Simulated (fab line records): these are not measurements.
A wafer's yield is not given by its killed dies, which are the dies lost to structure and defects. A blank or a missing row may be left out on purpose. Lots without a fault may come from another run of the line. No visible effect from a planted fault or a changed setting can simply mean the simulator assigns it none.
Which tool was responsible?    flow nandHarc    33 wafers from 11 lots sampled at 5 of the route's 1302 steps

== WHAT THE GAUGES SHOWED, per wafer ==
NHARC_END_SORT_01. Usual: defectLimitedYield 91.6 %, standard deviation 2.8; killedAtArray 52, standard deviation 19; killedAtOther 1.0, standard deviation 1.2; killedAtPeriphery 4.1, standard deviation 2.8; killedDies 57, standard deviation 19; killedOpen 3.1, standard deviation 1.7; killedShort 2.5, standard deviation 1.5; sort_bin_2_pct 3.0 %, standard deviation 1.2; sort_bin_3_pct 0.6 %, standard deviation 0.36; sort_bin_4_pct 4.9 %, standard deviation 1.6; sortNPass 620, standard deviation 19; sortRimYieldPct 91 %, standard deviation 5; sortYieldPct 91.6 %, standard deviation 2.8.
lot   measured      on         defectLimitedYield (%)  killedAtArray  killedAtOther  killedAtPeriphery  killedDies  killedOpen  killedShort  sort_bin_2_pct (%)  sort_bin_3_pct (%)  sort_bin_4_pct (%)  sortNPass    sortRimYieldPct (%)  sortYieldPct (%)  flag
L295  day 29 02:55  prober-02  90.5 90.4 92.8          55 59 40       1 2 0          8 4 9              64 65 49    1 2 1       1 1 1        3.2 3.4 1.9         0.7 0.4 0.6         5.5 5.8 4.7         613 612 628  83 91 88             90.5 90.4 92.8    
L303  day 32 05:19  prober-01  91.9 90.3 89.8          53 62 67       2 0 1          0 4 1              55 66 69    3 4 2       2 0 4        3.0 3.4 2.8         0.3 0.3 0.6         4.9 6.1 6.8         622 611 608  81 88 88             91.9 90.3 89.8    
L302  day 32 18:06  prober-01  96.2 94.1 94.8          26 38 32       0 0 1          0 2 2              26 40 35    2 5 5       1 2 3        1.6 1.5 2.1         0.1 0.4 0.1         2.1 4.0 3.0         651 637 642  96 89 95             96.2 94.1 94.8    
L306  day 33 03:14  prober-02  88.5 87.4 88.0          70 73 71       1 4 4          7 8 6              78 85 81    1 5 5       3 4 3        4.6 3.8 4.1         0.4 1.3 0.1         6.5 7.4 7.7         599 592 596  92 87 86             88.5 87.4 88.0    
L307  day 33 19:44  prober-01  90.4 90.0 89.5          62 65 69       0 0 0          3 3 2              65 68 71    3 4 4       2 0 4        4.7 3.8 3.7         1.8 1.0 1.3         3.1 5.2 5.5         612 609 606  97 91 91             90.4 90.0 89.5    

== WHAT TOOL EACH LOT RAN ON (gives the tool, then ch and the chambers of the sampled wafers, and finally the start) ==
lot   NHARC_P_M0_ETCH_15                            NHARC_P_M0_PRE_CLEAN_29                 NHARC_P_M1_EXPOSE_06               NHARC_P_M1_ETCH_35
L284  rieDiel-05 ch 0,1,3, day 6 04:30 or earlier   pvdSputter-03, day 6 04:30 or earlier   arfiScanner-03 ch 0, day 6 04:30   rieDiel-03 ch 0,2,3, day 6 04:55
L295  rieDiel-08 ch 0,3, day 10 19:15 or earlier    pvdSputter-03, day 10 19:15 or earlier  arfiScanner-01 ch 0, day 10 19:15  rieDiel-11 ch 1,2,3, day 10 19:40
L299  rieDiel-08 ch 0,2,3, day 12 11:51 or earlier  pvdSputter-01, day 12 11:51 or earlier  arfiScanner-03 ch 0, day 12 11:51  rieDiel-03 ch 0,2,3, day 12 12:16
L301  rieDiel-08 ch 0,2,3, day 13 12:48 or earlier  pvdSputter-01, day 13 12:48 or earlier  arfiScanner-01 ch 0, day 13 12:48  rieDiel-11 ch 0,2,3, day 13 13:13
L300  rieDiel-12 ch 1,3, day 13 13:46 or earlier    pvdSputter-01, day 13 13:46 or earlier  arfiScanner-02 ch 0, day 13 13:46  rieDiel-11 ch 0,1,3, day 13 14:12
L303  rieDiel-12 ch 0,1,2, day 14 01:35 or earlier  pvdSputter-02, day 14 01:35 or earlier  arfiScanner-03 ch 0, day 14 01:35  rieDiel-11 ch 0,1,3, day 14 02:00
L302  rieDiel-05 ch 0,2,3, day 14 02:30 or earlier  pvdSputter-03, day 14 02:30 or earlier  arfiScanner-01 ch 0, day 14 02:30  rieDiel-11 ch 0,2, day 14 02:55
L304  rieDiel-08 ch 2,3, day 14 18:09 or earlier    pvdSputter-01, day 14 18:09 or earlier  arfiScanner-02 ch 0, day 14 18:09  rieDiel-03 ch 0,2,3, day 14 18:33
L305  rieDiel-08 ch 1,3, day 15 06:17 or earlier    pvdSputter-01, day 15 06:17 or earlier  arfiScanner-01 ch 0, day 15 06:17  rieDiel-11 ch 0,1,2, day 15 06:42
L306  rieDiel-05 ch 1,2,3, day 15 10:55 or earlier  pvdSputter-03, day 15 10:55 or earlier  arfiScanner-01 ch 0, day 15 10:55  rieDiel-03 ch 0,1,3, day 15 11:19
L307  rieDiel-05 ch 1,2,3, day 15 12:09 or earlier  pvdSputter-01, day 15 12:09 or earlier  arfiScanner-02 ch 0, day 15 12:09  rieDiel-03 ch 2,3, day 15 12:32
- NHARC_P_M0_ETCH_15: etches the open film in C4F8/Ar, target depth 150 nm, overetch 15 nm, time 82.5 s.
- NHARC_P_M0_PRE_CLEAN_29: time 30 s.
- NHARC_P_M1_EXPOSE_06: exposes mask P M1, target cd 130 nm.
- NHARC_P_M1_ETCH_35: etches the open film in N2/H2, target depth 40 nm, overetch 12 nm, time 43.94 s.

== WHAT THE TOOLS THEMSELVES READ (means of the sampled wafers that have a number; where no wafer has one, the mark that the record gives instead) ==
NHARC_P_M0_ETCH_15. Usual: oesProductAu 0.950 a.u., standard deviation 0.023; rfFwdPowerW 593.7 W, standard deviation 2.2; rfVppV 440.1 V, standard deviation 1.8.
lot   tool        oesProductAu (a.u.)  rfFwdPowerW (W)  rfVppV (V)  flag
L284  rieDiel-05  0.964                594.1            439.1       
L295  rieDiel-08  0.952                593.2            438.8       
L299  rieDiel-08  0.936                593.5            440.5       
L301  rieDiel-08  0.960                592.1            441.4       
L300  rieDiel-12  0.948                593.4            440.3       
L303  rieDiel-12  0.966                594.7            440.6       
L302  rieDiel-05  0.952                594.4            439.3       
L304  rieDiel-08  0.956                592.9            440.2       
L305  rieDiel-08  0.975                594.3            438.8       
L306  rieDiel-05  0.928                596.0            440.0       
L307  rieDiel-05  0.932                592.1            438.4       

NHARC_P_M0_PRE_CLEAN_29. Usual: heaterPowerW reads 420 W (standard deviation 40).
lot   tool           heaterPowerW (W)  flag
L284  pvdSputter-03  427               
L295  pvdSputter-03  389               
L299  pvdSputter-01  433               
L301  pvdSputter-01  438               
L300  pvdSputter-01  426               
L303  pvdSputter-02  411               
L302  pvdSputter-03  413               
L304  pvdSputter-01  429               
L305  pvdSputter-01  410               
L306  pvdSputter-03  399               
L307  pvdSputter-01  421               

NHARC_P_M1_EXPOSE_06. Usual: exposureDoseMJCm2 81.87, standard deviation 0.088; reticleTempC 22.97 C, standard deviation 0.099.
lot   tool            exposureDoseMJCm2  reticleTempC (C)  flag
L284  arfiScanner-03  81.76              23.14             
L295  arfiScanner-01  81.03              22.97             OFF
L299  arfiScanner-03  81.83              23.03             
L301  arfiScanner-01  81.98              23.00             
L300  arfiScanner-02  81.89              23.04             
L303  arfiScanner-03  81.86              22.93             
L302  arfiScanner-01  81.80              22.96             
L304  arfiScanner-02  81.95              22.95             
L305  arfiScanner-01  81.76              22.89             
L306  arfiScanner-01  81.91              22.88             
L307  arfiScanner-02  81.83              22.99             

NHARC_P_M1_ETCH_35. Usual: drypumpMotorCurrentA is 5.7 A with standard deviation 0.4, mfcArSccm is 0.003 sccm with standard deviation 0.0041, oesProductAu is 1.000 a.u. with standard deviation 0.013, rfFwdPowerW is 394.9 W with standard deviation 2.1, rfVppV is 429.2 V with standard deviation 2.2, showerheadPlenumPTorr is 2.00 Torr with standard deviation 0.072, and throttleValvePct is 14.170 % with standard deviation 0.0097.
lot   tool        drypumpMotorCurrentA (A)  mfcArSccm (sccm)  oesProductAu (a.u.)  rfFwdPowerW (W)  rfVppV (V)  showerheadPlenumPTorr (Torr)  throttleValvePct (%)  flag
L284  rieDiel-03  5.6                       0.005             1.004                394.7            428.0       1.96                          14.175                
L295  rieDiel-11  5.8                       0.004             1.004                393.6            430.8       2.05                          14.180                
L299  rieDiel-03  5.6                       0.005             0.997                396.4            427.6       1.95                          14.168                
L301  rieDiel-11  5.8                       0.003             1.008                394.1            429.5       2.00                          14.170                
L300  rieDiel-11  5.6                       0.004             1.007                393.8            429.7       2.01                          14.166                
L303  rieDiel-11  5.6                       0.004             1.003                394.1            429.4       2.01                          14.171                
L302  rieDiel-11  5.5                       0.000             1.007                395.6            427.6       1.94                          14.169                
L304  rieDiel-03  5.6                       0.005             1.004                396.3            428.5       1.95                          14.180                
L305  rieDiel-11  5.5                       0.002             1.008                396.5            428.7       1.98                          14.171                
L306  rieDiel-03  5.9                       0.004             0.990                394.3            429.4       1.99                          14.163                
L307  rieDiel-03  5.4                       0.002             0.996                395.1            428.7       1.97                          14.169                

== THE ANSWER, worked out from the rows above alone ==
Rule: lot off if the mean of its wafers having a number is beyond 3 standard deviations from the usual mean. Also off: a lot with no number at a reading for which 4 or more lots have one. The other lots that the step has rows for count as sound. After the gauges, taken in route order, come the tools' own readings; for these a lot's mean is taken, as printed above. At the first step where some lot is off, the reading lying furthest off is the one used; lots without a number count as furthest.
Off, at NHARC_P_M1_EXPOSE_06 on exposureDoseMJCm2: L295.
If a tool, at that step or one of the process steps before it, ran each lot that is off and ran no sound lot following the first of them, it fits. With no start given for some of its lots, NHARC_P_M0_ETCH_15 uses the hours and lot order of NHARC_P_M1_EXPOSE_06. With no start given for some of its lots, NHARC_P_M0_PRE_CLEAN_29 uses the hours and lot order of NHARC_P_M1_EXPOSE_06. Not one of the candidates tried fits.

== WHAT THE SIMULATOR HAD INSERTED ==
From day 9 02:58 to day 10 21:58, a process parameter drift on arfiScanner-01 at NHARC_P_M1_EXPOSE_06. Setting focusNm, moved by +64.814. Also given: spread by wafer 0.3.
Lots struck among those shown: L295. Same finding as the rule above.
